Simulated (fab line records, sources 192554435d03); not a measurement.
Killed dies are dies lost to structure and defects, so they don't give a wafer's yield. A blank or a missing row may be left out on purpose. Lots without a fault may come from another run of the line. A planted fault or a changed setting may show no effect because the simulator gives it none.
Split-lot experiment | flow n5_finfet | 7 lots, 39 wafers read, on a route of 1938 steps

THE SPLIT
At N5_MOL_CONTACT_COAG_ETCH_124 (etches SiNx in CH3F/O2, stops on SiOC, target depth 6.5 nm), the setting target_depth_a was moved away from the recipe's 65 angstrom on 12 of the 39 wafers read, by -53.6% to +39.1%. The other wafers ran this setting at the recipe's value.

The reading is taken at the split's own step.

THE READING
SOC_of_MOL_CONTACT_COAG_COAT_62.thk_nm (the simulator's own value, which no gauge read), in nm, at N5_MOL_CONTACT_COAG_ETCH_124 (etches SiNx in CH3F/O2, stops on SiOC, target depth 6.5 nm). The file gives no usual value for it. The 27 wafers here that ran the recipe average 48.5 nm, standard deviation 0.27 nm.

wafer  | tool, chamber at the split | target_depth_a as run, angstrom | against the recipe | SOC_of_MOL_CONTACT_COAG_COAT_62.thk_nm, nm | against lot-mates on the recipe
L075.1 | rie_diel-06, 0             | 52.59                           | -19.1%             | 49.6                                       | +1.3
L075.6 | rie_diel-06, 0             | 52.59                           | -19.1%             | 49.6                                       | +1.3
L075.2 | rie_diel-06, 1,2           | 65                              | recipe             | 48.4                                       | -
L075.5 | rie_diel-06, 1,2           | 65                              | recipe             | 48.4                                       | -
L075.3 | rie_diel-06, 2             | 65                              | recipe             | 48.2                                       | -
L075.4 | rie_diel-06, 1             | 52.59                           | -19.1%             | 49                                         | +0.7
L077.1 | rie_diel-06, 1             | 65                              | recipe             | 48.6                                       | -
L077.2 | rie_diel-06, 2,1           | 90.39                           | +39.1%             | 47.4                                       | -1.3
L077.6 | rie_diel-06, 2,1           | 90.39                           | +39.1%             | 47.4                                       | -1.3
L077.3 | rie_diel-06, 0             | 90.39                           | +39.1%             | 48                                         | -0.7
L077.4 | rie_diel-06, 2             | 65                              | recipe             | 48.4                                       | -
L077.5 | rie_diel-06, 0             | 65                              | recipe             | 49                                         | -
L081.1 | rie_diel-06, 3,2,3         | 65                              | recipe             | 48.4                                       | -
L081.4 | rie_diel-06, 3,2,3         | 65                              | recipe             | 48.4                                       | -
L081.5 | rie_diel-06, 3,2,3         | 65                              | recipe             | 48.4                                       | -
L081.2 | rie_diel-06, 0             | 65                              | recipe             | 48.8                                       | -
L081.6 | rie_diel-06, 0             | 65                              | recipe             | 48.8                                       | -
L081.3 | rie_diel-06, 1             | 65                              | recipe             | 48.2                                       | -
L082.1 | rie_diel-04, 2,3,3         | 65                              | recipe             | 48.2                                       | -
L082.4 | rie_diel-04, 2,3,3         | 65                              | recipe             | 48.2                                       | -
L082.6 | rie_diel-04, 2,3,3         | 65                              | recipe             | 48.2                                       | -
L084.1 | rie_diel-04, 3             | 30.19                           | -53.6%             | 50                                         | +1.7
L084.2 | rie_diel-04, 2             | 65                              | recipe             | 48                                         | -
L084.3 | rie_diel-04, 0             | 30.19                           | -53.6%             | 49.8                                       | +1.5
L084.4 | rie_diel-04, 1             | 65                              | recipe             | 48.4                                       | -
L084.6 | rie_diel-04, 1             | 65                              | recipe             | 48.4                                       | -
L084.5 | rie_diel-04, 2             | 30.19                           | -53.6%             | 49.6                                       | +1.3
L085.1 | rie_diel-05, 0,3           | 65                              | recipe             | 48.8                                       | -
L085.3 | rie_diel-05, 0,3           | 65                              | recipe             | 48.8                                       | -
L085.2 | rie_diel-05, 1             | 65                              | recipe             | 48.2                                       | -
L085.6 | rie_diel-05, 1             | 65                              | recipe             | 48.2                                       | -
L085.4 | rie_diel-05, 2             | 65                              | recipe             | 48.4                                       | -
L085.5 | rie_diel-05, 0             | 65                              | recipe             | 49                                         | -
L097.1 | rie_diel-05, 1             | 80.48                           | +23.8%             | 47.6                                       | -1.1
L097.2 | rie_diel-05, 2             | 80.48                           | +23.8%             | 47.8                                       | -0.9
L097.3 | rie_diel-05, 3             | 65                              | recipe             | 48.6                                       | -
L097.6 | rie_diel-05, 3             | 65                              | recipe             | 48.6                                       | -
L097.4 | rie_diel-05, 0             | 80.48                           | +23.8%             | 48                                         | -0.7
L097.5 | rie_diel-05, 0             | 65                              | recipe             | 48.8                                       | -
Where a row lists several chambers, the file gives one row for several wafers and doesn't say which wafer went through which chamber.

THE FIT
A straight line over all 39 wafers: SOC_of_MOL_CONTACT_COAG_COAT_62.thk_nm changes by -0.026 nm for each +1% of target_depth_a; r = -0.88; the points scatter about the line by 0.29 nm.
The same after taking each lot's own level away (the mean of its wafers on the recipe; 39 wafers): -0.0309 nm for each +1%; r = -0.92; scatter 0.27 nm.
On that fit, the largest move of target_depth_a shifts the reading by 1.7 nm.
The lots' own levels span 48.20 to 48.67 nm, that is 1.7 times the standard deviation above.
So the lot-to-lot level changes the slope: the two fits differ.
Check: with one of the wafers moved furthest among these (-53.6%) left out of the fit, the line predicts +1.67 nm for it against its lot-mates. It came out at +1.73 nm against them.

OTHER SPLITS ON THESE WAFERS
These wafers also went through other splits before the reading. Each is held against what the fit with the lots' levels taken away leaves over:
other split on the same wafers                    | wafers away from the commonest value | r with SOC_of_MOL_CONTACT_COAG_COAT_62.thk_nm (lot level and that fit taken away)
N5_ZERO_LAYER_PECVD_02 time_s                     | 6                                    | +0.13
N5_PMOS_HMC_CHANNEL_EPI_DEVELOP_08 develop_time_s | 12                                   | +0.18
N5_SD_EPI_N_EPI_21 time_s                         | 12                                   | -0.20
N5_HKMG_FIN_ALD_79 ald_cycles                     | 9                                    | +0.06

THE FILE'S OWN FIT
SOC_of_MOL_CONTACT_COAG_COAT_62.thk_nm changes by -0.0309 nm for each +1% of target_depth_a, r = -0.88.
